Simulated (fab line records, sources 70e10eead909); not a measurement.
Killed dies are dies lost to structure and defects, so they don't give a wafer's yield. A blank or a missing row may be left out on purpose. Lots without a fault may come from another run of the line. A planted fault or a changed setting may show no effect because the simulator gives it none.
Which tool did it? | flow nand_harc | 13 lots, 39 wafers sampled, at 6 steps of a route of 1302

WHAT THE GAUGES READ, wafer by wafer
NHARC_A_ONON_D1_THK_MEAS_08: measures by ellipsometry.
lot  | measured     | on            | thk_nm (nm)
L984 | day 8 07:44  | film_metro-02 | 989 988 987
L988 | day 9 19:46  | film_metro-02 | 1000 999 999
L991 | day 11 02:30 | film_metro-02 | 990 989 992
L993 | day 11 22:27 | film_metro-01 | 990 985 988
L994 | day 12 16:25 | film_metro-02 | 1011 1010 1010
L997 | day 13 19:05 | film_metro-02 | 1001 1001 998
L998 | day 13 19:05 | film_metro-02 | 1005 1006 1005
L999 | day 14 22:01 | film_metro-02 | 985 985 985
L100 | day 14 22:02 | film_metro-01 | 1005 1005 1004
L102 | day 15 17:56 | film_metro-01 | 997 996 997
L103 | day 15 22:32 | film_metro-02 | 991 992 992
L104 | day 16 20:01 | film_metro-01 | 973 974 974
L106 | day 17 16:26 | film_metro-02 | 998 998 998

NHARC_A_ONON_D1_THK_MEAS_30: measures by ellipsometry.
lot  | measured     | on            | thk_nm (nm)
L984 | day 8 19:15  | film_metro-01 | 980 979 980
L988 | day 10 10:06 | film_metro-01 | 1010 1009 1009
L991 | day 11 14:31 | film_metro-02 | 1002 1002 1003
L993 | day 12 09:53 | film_metro-02 | 1518 995 993
L994 | day 13 03:36 | film_metro-01 | 1539 1013 1013
L997 | day 14 06:41 | film_metro-01 | 997 994 996
L998 | day 14 07:02 | film_metro-01 | 994 992 993
L999 | day 15 09:10 | film_metro-01 | 1008 1007 1007
L100 | day 15 09:11 | film_metro-02 | 1009 1008 1010
L102 | day 16 06:03 | film_metro-02 | 1002 1002 1001
L103 | day 16 13:53 | film_metro-02 | 981 981 982
L104 | day 17 07:15 | film_metro-02 | 1006 1001 1003
L106 | day 18 03:37 | film_metro-01 | 997 995 994

NHARC_END_SORT_01.
lot  | measured     | on        | killed_at_array | killed_at_other | killed_at_periphery | killed_dies | killed_open | killed_short
L993 | day 28 06:55 | prober-02 | 676 65 70       | 1 0 0           | 0 3 0               | 677 68 70   | 4 4 4       | 1 4 2
L994 | day 28 23:13 | prober-01 | 674 45 43       | 0 0 0           | 3 5 6               | 677 50 49   | 7 0 1       | 1 2 3
L998 | day 30 04:11 | prober-02 | 68 54 91        | 1 1 0           | 8 3 8               | 77 58 99    | 2 5 3       | 4 1 1
L100 | day 31 08:20 | prober-01 | 50 59 71        | 0 0 0           | 3 6 12              | 53 65 83    | 2 4 7       | 1 5 1

WHICH TOOL RAN EACH LOT (tool, then ch and the chambers of the sampled wafers, then the start)
lot  | NHARC_A_ZERO_WELL_RTA_16         | NHARC_A_ONON_D1_DEP_28           | NHARC_A_ONON_D1_DEP_33
L984 | rtp_anneal-02 ch 0, day 7 08:09  | pecvd_onon-01 ch 0, day 8 18:44  | pecvd-02 ch 0,1,2, day 8 19:19
L988 | rtp_anneal-01 ch 0, day 8 20:21  | pecvd_onon-04 ch 0, day 10 09:42 | pecvd-02 ch 0,1,2, day 10 10:09
L991 | rtp_anneal-01 ch 0, day 10 02:22 | pecvd_onon-03 ch 0, day 11 14:02 | pecvd-02 ch 1,2, day 11 14:39
L993 | rtp_anneal-01 ch 0, day 11 00:22 | pecvd_onon-04 ch 0, day 12 09:29 | pecvd-02 ch 1,2, day 12 10:02
L994 | rtp_anneal-02 ch 0, day 11 14:49 | pecvd_onon-04 ch 0, day 13 03:05 | pecvd-02 ch 0,1,2, day 13 03:43
L997 | rtp_anneal-02 ch 0, day 12 20:49 | pecvd_onon-01 ch 0, day 14 06:20 | pecvd-02 ch 0,1,2, day 14 07:01
L998 | rtp_anneal-02 ch 0, day 12 21:32 | pecvd_onon-01 ch 0, day 14 06:38 | pecvd-02 ch 0,1, day 14 07:15
L999 | rtp_anneal-01 ch 0, day 13 19:57 | pecvd_onon-01 ch 0, day 15 08:43 | pecvd-03 ch 0,2, day 15 09:13
L100 | rtp_anneal-01 ch 0, day 13 20:33 | pecvd_onon-04 ch 0, day 15 08:47 | pecvd-02 ch 0,1,2, day 15 09:17
L102 | rtp_anneal-02 ch 0, day 14 18:37 | pecvd_onon-01 ch 0, day 16 05:31 | pecvd-01 ch 0,2, day 16 06:07
L103 | rtp_anneal-02 ch 0, day 14 23:23 | pecvd_onon-04 ch 0, day 16 13:26 | pecvd-01 ch 0,1, day 16 13:57
L104 | rtp_anneal-02 ch 0, day 15 22:42 | pecvd_onon-04 ch 0, day 17 06:47 | pecvd-02 ch 0,1, day 17 07:19
L106 | rtp_anneal-02 ch 0, day 16 13:09 | pecvd_onon-01 ch 0, day 18 03:10 | pecvd-01 ch 0,2, day 18 03:46
- NHARC_A_ZERO_WELL_RTA_16: time 10 s.
- NHARC_A_ONON_D1_DEP_28: target thk 1000 nm.
- NHARC_A_ONON_D1_DEP_33: deposits SiO2, target thk 200 nm.

WHAT THE TOOLS THEMSELVES READ (means of the sampled wafers that have a number; where no wafer has one, the mark that the record gives instead)
NHARC_A_ZERO_WELL_RTA_16.
lot  | tool          | lamp_power_pct (%) | wafer_temp_C_max
L984 | rtp_anneal-02 | 33.9               | 1003.3
L988 | rtp_anneal-01 | 28.6               | 1002.5
L991 | rtp_anneal-01 | 28.7               | 1002.5
L993 | rtp_anneal-01 | 28.7               | 1002.7
L994 | rtp_anneal-02 | 33.9               | 1003.8
L997 | rtp_anneal-02 | 34.0               | 1003.9
L998 | rtp_anneal-02 | 33.9               | 1003.2
L999 | rtp_anneal-01 | 28.7               | 1002.4
L100 | rtp_anneal-01 | 28.7               | 1002.5
L102 | rtp_anneal-02 | 33.9               | 1003.5
L103 | rtp_anneal-02 | 34.0               | 1003.6
L104 | rtp_anneal-02 | 33.9               | 1003.8
L106 | rtp_anneal-02 | 33.9               | 1003.9

NHARC_A_ONON_D1_DEP_28.
lot  | tool          | n2_flow_sccm (sccm) | n2o_flow_sccm (sccm) | sih4_flow_sccm (sccm)
L984 | pecvd_onon-01 | 2757                | 2003                 | 210.7
L988 | pecvd_onon-04 | 2765                | 2001                 | 209.8
L991 | pecvd_onon-03 | 2756                | 1999                 | 210.0
L993 | pecvd_onon-04 | 2744                | 2000                 | 209.3
L994 | pecvd_onon-04 | 2742                | 1995                 | 209.1
L997 | pecvd_onon-01 | 2745                | 1998                 | 209.8
L998 | pecvd_onon-01 | 2743                | 2002                 | 210.0
L999 | pecvd_onon-01 | 2751                | 2001                 | 210.2
L100 | pecvd_onon-04 | 2743                | 2002                 | 211.0
L102 | pecvd_onon-01 | 2755                | 1999                 | 210.4
L103 | pecvd_onon-04 | 2742                | 2001                 | 209.7
L104 | pecvd_onon-04 | 2749                | 2002                 | 211.0
L106 | pecvd_onon-01 | 2744                | 2002                 | 210.9

NHARC_A_ONON_D1_DEP_33.
lot  | tool     | heater_power_w (W) | throttle_valve_pct (%)
L984 | pecvd-02 | 586                | 16.0
L988 | pecvd-02 | 523                | 16.0
L991 | pecvd-02 | 489                | 15.3
L993 | pecvd-02 | 455                | 15.5
L994 | pecvd-02 | 555                | 15.7
L997 | pecvd-02 | 518                | 15.9
L998 | pecvd-02 | 553                | 16.1
L999 | pecvd-03 | 385                | 16.0
L100 | pecvd-02 | 573                | 16.0
L102 | pecvd-01 | 626                | 16.2
L103 | pecvd-01 | 640                | 16.2
L104 | pecvd-02 | 518                | 15.9
L106 | pecvd-01 | 601                | 15.9

THE ANSWER, worked out from the rows above alone
Rule: what is usual is taken from the lots themselves. Put in order of their means at a reading, lots are off if they are a third of the lots or fewer, leave a main group of 4 or more, and stand apart from it by a gap of 3 or more times the standard deviation of the main group's means; of several such gaps the widest counts. A main group whose means are all the same, to the digits that the tables above print for the reading, isn't used. A lot without any number at a reading at which 4 lots or more have one is off too. The other lots that the step has rows for count as sound. The gauges are gone through in route order, then the tools' own readings, and for those a lot's mean is taken as printed above. The first step at which some lot is off is used, and at that step the reading that is off furthest; a lot without a number counts as furthest.
Off: L993, L994, at NHARC_A_ONON_D1_THK_MEAS_30 (thk_nm). The main group: mean 998 nm, standard deviation 9.8.
A tool fits if, at a process step before that reading, it ran every lot that is off, and no sound lot after the first of them. The gauges at NHARC_A_ONON_D1_THK_MEAS_30 are tried like those tools. None of those tried fits.

WHAT THE SIMULATOR HAD PUT IN
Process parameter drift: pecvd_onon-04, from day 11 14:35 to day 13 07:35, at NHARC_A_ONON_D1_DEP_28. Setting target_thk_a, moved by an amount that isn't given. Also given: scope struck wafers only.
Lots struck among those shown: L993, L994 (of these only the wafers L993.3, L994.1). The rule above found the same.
